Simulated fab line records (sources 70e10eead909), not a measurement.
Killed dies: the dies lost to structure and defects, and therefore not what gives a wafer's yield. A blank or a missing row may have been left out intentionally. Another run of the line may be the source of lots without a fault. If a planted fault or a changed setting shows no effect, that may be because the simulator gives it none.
A struck lot beside a sound one / flow nand harc / 42 steps out of a route of 1302
Sound: the wafers L105.2, L105.5, L105.6. Wafers L113.2, L113.4, L113.6 were the ones struck. The cause comes at the end.
For every step that has rows: the tool of each side, followed by ch and its chambers, followed by its first start. Under that, the readings that differ: sound wafers / struck wafers / difference of the means / sigmas: that difference in standard deviations of wafers without a fault.
alike: words and numbers the same on both sides, and readings whose means are apart by under 2 such deviations; not compared: readings that were withheld, readings missing a value for some wafer, numbers with overlapping values and no deviation given by the record, and bounds like >300 which may hide the same value.
Wherever a step has rows on one side only, a row that says differs or no value, or a row with sigmas, the two part there. Numbers that don't overlap but have no deviation are shown without sigmas and don't part them. Lack of a reading on every wafer of one side parts them only where that side has two or more wafers.

first, 12 steps without rows for these wafers: NHARC_P_GATE_STRIP_101 (strips in O2, time 20 s); NHARC_P_GATE_PRECLEAN_97 (cleans in SPM, time 600 s); NHARC_P_GATE_SRD_98; NHARC_P_GATE_PRECLEAN_99 (cleans in SC1); NHARC_P_GATE_SRD_100; NHARC_P_GATE_DEHYDRATE_38 (time 120 s); NHARC_P_GATE_HMDS_39 (time 30 s); NHARC_P_GATE_COAT_40; NHARC_P_GATE_SOFTBAKE_41 (time 95 s); NHARC_P_GATE_EBR_42; NHARC_P_GATE_EXPOSE_43 (exposes mask P NSD, target cd 720 nm); NHARC_P_GATE_PEB_44 (peb time 85 s).
NHARC_P_GATE_DEVELOP_45: time 70 s.
  sound on litho track-02 ch 0, day 6 13:00; struck on litho track-02 ch 0, day 9 16:00
  alike: resist line temp C
then, 1 step without rows for these wafers: NHARC_P_GATE_HARDBAKE_47 (time 80 s).
NHARC_P_GATE_DESCUM_48: chemistry O2, time 3 s.
  sound on rie diel-04 ch 2,3, day 6 13:37; struck on rie diel-04 ch 0,2,3, day 9 17:04
reading=model.P_GATE.cd nm (nm); sound=720 721.6 721.9; struck=125.8 120.2 120.9; difference=-598.9; sigmas=
  alike: chamber pressure mTorr, drypump motor current A, oes product au, rf vpp V, showerhead plenum p Torr, throttle valve pct
  not compared: rf hours counter h
following that, these wafers have no rows for 1 step: NHARC_P_GATE_IMPLANT_49.
NHARC_P_GATE_STRIP_111: strips in N2/H2, time 250 s.
  sound on plasma asher-01 ch 0,1, day 6 14:02; struck on plasma asher-01 ch 0,1, day 9 17:25
  alike: drypump motor current A, heater power w
  not compared: rf hours counter h
NHARC_P_GATE_STRIP_75: strips in O2.
  sound on plasma asher-01 ch 0,1, day 6 14:18; struck on plasma asher-01 ch 0,1, day 9 17:44
  alike: drypump motor current A, heater power w
  not compared: rf hours counter h
then, 10 steps without rows for these wafers: NHARC_P_GATE_STRIP_50 (strips in SPM, time 900 s); NHARC_P_GATE_DEHYDRATE_51 (time 120 s); NHARC_P_GATE_HMDS_52 (time 30 s); NHARC_P_GATE_COAT_53; NHARC_P_GATE_SOFTBAKE_54 (time 95 s); NHARC_P_GATE_EBR_55; NHARC_P_GATE_EXPOSE_56 (exposes mask P PSD, target cd 720 nm); NHARC_P_GATE_PEB_57 (peb time 85 s); NHARC_P_GATE_DEVELOP_58 (time 70 s); NHARC_P_GATE_HARDBAKE_60 (time 80 s).
NHARC_P_GATE_DESCUM_61: chemistry O2, time 3 s.
  sound on rie diel-03 ch 2,3, day 6 15:23; struck on rie diel-03 ch 0,2, day 9 18:42
  alike: chamber pressure mTorr, drypump motor current A, oes product au, rf vpp V, showerhead plenum p Torr, throttle valve pct
  not compared: rf hours counter h
following that, these wafers have no rows for 1 step: NHARC_P_GATE_IMPLANT_62.
NHARC_P_GATE_STRIP_112: strips in N2/H2, time 200 s.
  sound on plasma asher-02 ch 0,1, day 6 15:45; struck on plasma asher-01 ch 0,1, day 9 19:08
  alike: drypump motor current A, heater power w
  not compared: rf hours counter h
NHARC_P_GATE_STRIP_76: strips in O2.
  sound on plasma asher-02 ch 0,1, day 6 16:01; struck on plasma asher-01 ch 0,1, day 9 19:22
  alike: drypump motor current A, heater power w
  not compared: rf hours counter h
then, 8 steps without rows for these wafers: NHARC_P_GATE_STRIP_63 (strips in SPM, time 900 s); NHARC_P_GATE_DEHYDRATE_83 (time 120 s); NHARC_P_GATE_HMDS_84 (time 30 s); NHARC_P_GATE_COAT_85; NHARC_P_GATE_SOFTBAKE_86 (time 95 s); NHARC_P_GATE_EBR_87; NHARC_P_GATE_EXPOSE_88 (exposes mask P HVN, target cd 2000 nm); NHARC_P_GATE_PEB_89 (peb time 85 s).
NHARC_P_GATE_DESCUM_93: chemistry O2, time 3 s.
  sound on rie diel-03 ch 0,1, day 6 17:07; struck on rie diel-09 ch 0,2,3, day 9 20:26
reading=model.P_GATE.cd nm (nm); sound=2001 2001 2002; struck=125.8 120.2 120.9; difference=-1879.0; sigmas=
  alike: chamber pressure mTorr, drypump motor current A, oes product au, rf vpp V, showerhead plenum p Torr, throttle valve pct
  not compared: rf hours counter h
-- the record jumps here: 19 days lie between the struck wafers' starts before and after (it left off in module P_GATE and takes up again in module END, whose first step shown is number 1302 of the route) --
NHARC_END_SORT_01:
  only the struck wafers appear in the record here, on prober-02 ch 0 at day 28 20:27; the sound ones have no rows

WHERE THEY PART
Within this record, at NHARC_END_SORT_01 only.

WHY: what had been put in by the simulator
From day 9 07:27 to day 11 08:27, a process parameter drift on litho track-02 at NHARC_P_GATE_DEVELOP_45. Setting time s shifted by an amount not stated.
